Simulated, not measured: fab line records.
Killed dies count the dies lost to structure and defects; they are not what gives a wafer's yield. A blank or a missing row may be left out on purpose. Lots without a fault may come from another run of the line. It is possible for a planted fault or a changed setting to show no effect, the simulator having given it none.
Struck lot and sound lot, side by side    flow nand harc    40 steps out of a route of 1159
Sound: these wafers, L758.1, L758.3, L758.6. The struck wafers were L766.1, L766.2, L766.6. The cause is given at the end.
Per side, at each step with rows, come the tool, then ch with its chambers, and then its first start. Under that, the readings that differ: sound wafers    struck wafers    difference of the means    sigmas: that difference in standard deviations of wafers without a fault.
alike: same words and numbers on both sides, and readings whose means sit less than 2 such deviations apart. not compared: any withheld reading, any reading some wafer has no value for, any bound like >300 that may hide the same value, and any number with overlapping values for which the record gives no deviation.
A row with sigmas, a row that says differs or no value, or rows on one side alone: a step with any of these is where the two part. Non-overlapping numbers with no deviation appear without sigmas and do not part them. A reading that every wafer of one side lacks parts them only if that side has two wafers or more.

first, 6 steps without rows for these wafers: NHARC_A_CHANNEL_HOLE_D1_STRIP_42 (strips in CF4/CHF3); NHARC_A_CHANNEL_HOLE_D1_STRIP_43 (strips in O2/COS); NHARC_A_CHANNEL_HOLE_D1_ETCH_44 (etches the open film in CF4/O2, target depth 140 nm, overetch 14 nm, time 77 s); NHARC_A_CHANNEL_HOLE_D1_STRIP_27 (strips in O2); NHARC_A_CHANNEL_HOLE_D1_PRECLEAN_28 (cleans in SC1); NHARC_A_CHANNEL_HOLE_D1_SRD_29.
NHARC_A_CHANNEL_HOLE_D1_CD_MEAS_30:
  sound on cd sem-02 at day 9 11:23; struck on cd sem-02 at day 11 14:37
  alike: cd nm
then, 1 step without rows for these wafers: NHARC_A_CHANNEL_HOLE_D1_XSEM_31.
NHARC_A_CHANNEL_HOLE_D1_INSPECT_40:
  sound on defect inspect-01 at day 9 11:35; struck on defect inspect-01 at day 11 14:48
  alike: raw defect count
then, 3 steps without rows for these wafers: NHARC_A_CHANNEL_FILL_D1_PRECLEAN_00 (cleans in SC1); NHARC_A_CHANNEL_FILL_D1_SRD_01; NHARC_A_CHANNEL_FILL_D1_ALD_02 (deposits SiO2, target thk 6 nm, pulse time 10 s, ald cycles 60).
NHARC_A_CHANNEL_FILL_D1_ALD_03: deposits SiNx, target thk 6 nm, pulse time 60 s, ald cycles 58.
  sound on ald sin batch-03 ch 0, day 9 15:13; struck on ald sin batch-02 ch 0, day 11 18:26
  alike: precursor pulse height rel
then, 2 steps without rows for these wafers: NHARC_A_CHANNEL_FILL_D1_ALD_14 (deposits SiO2, target thk 2.5 nm, pulse time 10 s, ald cycles 25); NHARC_A_CHANNEL_FILL_D1_ALD_15 (deposits SiNx, target thk 2 nm, pulse time 60 s, ald cycles 19).
NHARC_A_CHANNEL_FILL_D1_ALD_16: deposits SiO2, target thk 1.5 nm, pulse time 10 s, ald cycles 15.
  sound on ald hk-01 ch 0,1,3, day 10 01:06; struck on ald hk-04 ch 0,2, day 12 03:38
  alike: heater power w, precursor pulse height rel
then, 2 steps without rows for these wafers: NHARC_A_CHANNEL_FILL_D1_ANNEAL_17 (time 1800 s); NHARC_A_CHANNEL_FILL_D1_CVD_18 (deposits poly-Si, target thk 3 nm).
NHARC_A_CHANNEL_FILL_D1_ETCHBACK_19: etches the open film in HBr/Cl2, target depth 5 nm, time 1.7 s.
  sound on rie si-03 ch 0,2, day 10 12:39; struck on rie si-02 ch 0,1,3, day 12 15:23
  alike: chamber pressure mTorr, drypump motor current A, he backside leak sccm, oes product au, rf fwd power W, throttle valve pct
  not compared: rf hours counter h
then, 6 steps without rows for these wafers: NHARC_A_CHANNEL_FILL_D1_ETCHBACK_20 (etches the open film in C4F8/O2/Ar, target depth 27 nm, time 13.5 s); NHARC_A_CHANNEL_FILL_D1_STRIP_28 (strips in O2, time 20 s); NHARC_A_CHANNEL_FILL_D1_PRECLEAN_21 (cleans in dHF, time 30 s); NHARC_A_CHANNEL_FILL_D1_SRD_23; NHARC_A_CHANNEL_FILL_D1_CVD_05 (deposits poly-Si, target thk 5 nm); NHARC_A_CHANNEL_FILL_D1_ANNEAL_22 (time 7200 s).
NHARC_A_CHANNEL_FILL_D1_THK_MEAS_06: measures by ellipsometry.
  sound on film metro-01 at day 11 00:32; struck on film metro-01 at day 13 03:15
  alike: thk nm
then, 1 step without rows for these wafers: NHARC_A_CHANNEL_FILL_D1_ALD_25 (deposits SiOx, target thk 60 nm, pulse time 10 s, ald cycles 600).
NHARC_A_CHANNEL_FILL_D1_ETCHBACK_08: etches the open film in C4F8, target depth 220 nm, time 110 s.
  sound: rie diel-01 ch 0,2,3; struck: rie diel-13 ch 0,2,3
reading                sound           struck          difference  sigmas
oes product au (a.u.)  0.91 0.91 0.93  1.01 1.01 0.99  +0.09       +2
  alike: chamber pressure mTorr, rf fwd power W, rf vpp V
  not compared: rf hours counter h
NHARC_A_CHANNEL_FILL_D1_STRIP_29: strips in O2, time 20 s.
  sound on rie diel-01 ch 0,2, day 11 06:30; struck on rie diel-13 ch 0,2,3
  alike: chamber pressure mTorr, drypump motor current A, oes product au, rf vpp V, showerhead plenum p Torr, throttle valve pct
  not compared: rf hours counter h
then, 3 steps without rows for these wafers: NHARC_A_CHANNEL_FILL_D1_PRECLEAN_30 (cleans in dHF, time 30 s); NHARC_A_CHANNEL_FILL_D1_SRD_31; NHARC_A_CHANNEL_FILL_D1_CVD_09 (deposits poly-Si, target thk 150 nm, time 3000 s).
NHARC_A_CHANNEL_FILL_D1_CMP_10: polishes, target thk 150 nm.
  sound on cmp-04 ch 0,1,3, day 11 12:04; struck on cmp-02 ch 2,3, day 13 14:28
  alike: motor current A, retaining ring pressure frac, slurry filter dp kPa, time to endpoint s
then, 6 steps without rows for these wafers: NHARC_A_CHANNEL_FILL_D1_SRD_12; NHARC_A_CHANNEL_FILL_D1_RTA_24 (time 5 s); NHARC_A_STAIRCASE_DEP_156 (deposits SiNx, target thk 50 nm); NHARC_A_STAIRCASE_DEHYDRATE_158 (time 120 s); NHARC_A_STAIRCASE_HMDS_159 (time 30 s); NHARC_A_STAIRCASE_COAT_160.
-- jump in the record: it breaks off in module A_STAIRCASE and resumes in module END (first step shown: number 1159 of the route), and 8 days separate the struck wafers' starts before and after --
NHARC_END_SORT_01:
  here the record holds rows for the struck wafers (prober-01 ch 0, day 22 01:45) but none for the sound ones

## WHERE THEY PART
Earliest at NHARC_A_CHANNEL_FILL_D1_ETCHBACK_08; latest, in this record, at NHARC_END_SORT_01.

WHY: the cause the simulator had injected
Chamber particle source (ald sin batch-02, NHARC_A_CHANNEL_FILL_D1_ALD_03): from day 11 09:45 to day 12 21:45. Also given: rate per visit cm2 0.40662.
